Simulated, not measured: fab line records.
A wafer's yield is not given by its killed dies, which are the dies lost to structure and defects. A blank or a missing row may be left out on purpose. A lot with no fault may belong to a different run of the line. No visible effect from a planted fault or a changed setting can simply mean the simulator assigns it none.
Chamber matching || flow nand_harc || pecvd-03 running NHARC_A_STAIRCASE_DEP_325: 3 sister chambers
The step deposits SiO2, target thk 3800 nm. 3 wafers are shown with their chamber, then 12 later ones without.

EACH WAFER AND ITS CHAMBER
{"wafer": "L091.3", "chamber": 1, "heater_power_w (W)": 627}
{"wafer": "L090.2", "chamber": 0, "heater_power_w (W)": 745}
{"wafer": "L090.6", "chamber": 2, "heater_power_w (W)": 568}

WAFERS WHOSE CHAMBER IS MISSING
{"wafer": "L092.1", "heater_power_w (W)": 669}
{"wafer": "L092.4", "heater_power_w (W)": 579}
{"wafer": "L092.5", "heater_power_w (W)": 628}
{"wafer": "L092.2", "heater_power_w (W)": 641}
{"wafer": "L092.3", "heater_power_w (W)": 687}
{"wafer": "L092.6", "heater_power_w (W)": 545}
{"wafer": "L094.1", "heater_power_w (W)": 777}
{"wafer": "L094.2", "heater_power_w (W)": 673}
{"wafer": "L094.4", "heater_power_w (W)": 553}
{"wafer": "L097.4", "heater_power_w (W)": 629}
{"wafer": "L097.5", "heater_power_w (W)": 527}
{"wafer": "L097.6", "heater_power_w (W)": 586}

THE CHAMBER EACH PASSED THROUGH
{"wafer": "L092.1", "from the rows above": "can't be placed: 1 or 0 or 2", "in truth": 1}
{"wafer": "L092.4", "from the rows above": "can't be placed: 2 or 1", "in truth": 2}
{"wafer": "L092.5", "from the rows above": "can't be placed: 1 or 2", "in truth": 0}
{"wafer": "L092.2", "from the rows above": "can't be placed: 1 or 2", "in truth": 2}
{"wafer": "L092.3", "from the rows above": "can't be placed: 0 or 1 or 2", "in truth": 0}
{"wafer": "L092.6", "from the rows above": "can't be placed: 2 or 1", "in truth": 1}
{"wafer": "L094.1", "from the rows above": 0, "in truth": 0}
{"wafer": "L094.2", "from the rows above": "can't be placed: 1 or 0 or 2", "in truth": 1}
{"wafer": "L094.4", "from the rows above": "can't be placed: 2 or 1", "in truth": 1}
{"wafer": "L097.4", "from the rows above": "can't be placed: 1 or 2", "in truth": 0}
{"wafer": "L097.5", "from the rows above": "can't be placed: 2 or 1", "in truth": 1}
{"wafer": "L097.6", "from the rows above": "can't be placed: 2 or 1", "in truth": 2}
Correctly placed: 1 of 12. Can't be placed from these rows: 11 (the true chamber is among the candidates in 9). 0 placed wrongly.
How it was worked out, from the rows above alone: a wafer's distance from a chamber is the root of the sum, over the readings, of the square of ((its reading less the chamber's mean) divided by the reading's scatter). If the next closest chamber is less than 2 further off than the closest, the wafer can't be placed; otherwise it belongs to the closest. The mean given for a chamber averages the wafers shown for that chamber. The scatter: with one shown wafer a chamber, the root of the mean of the squares of how far each hidden wafer lies from its nearest shown one.
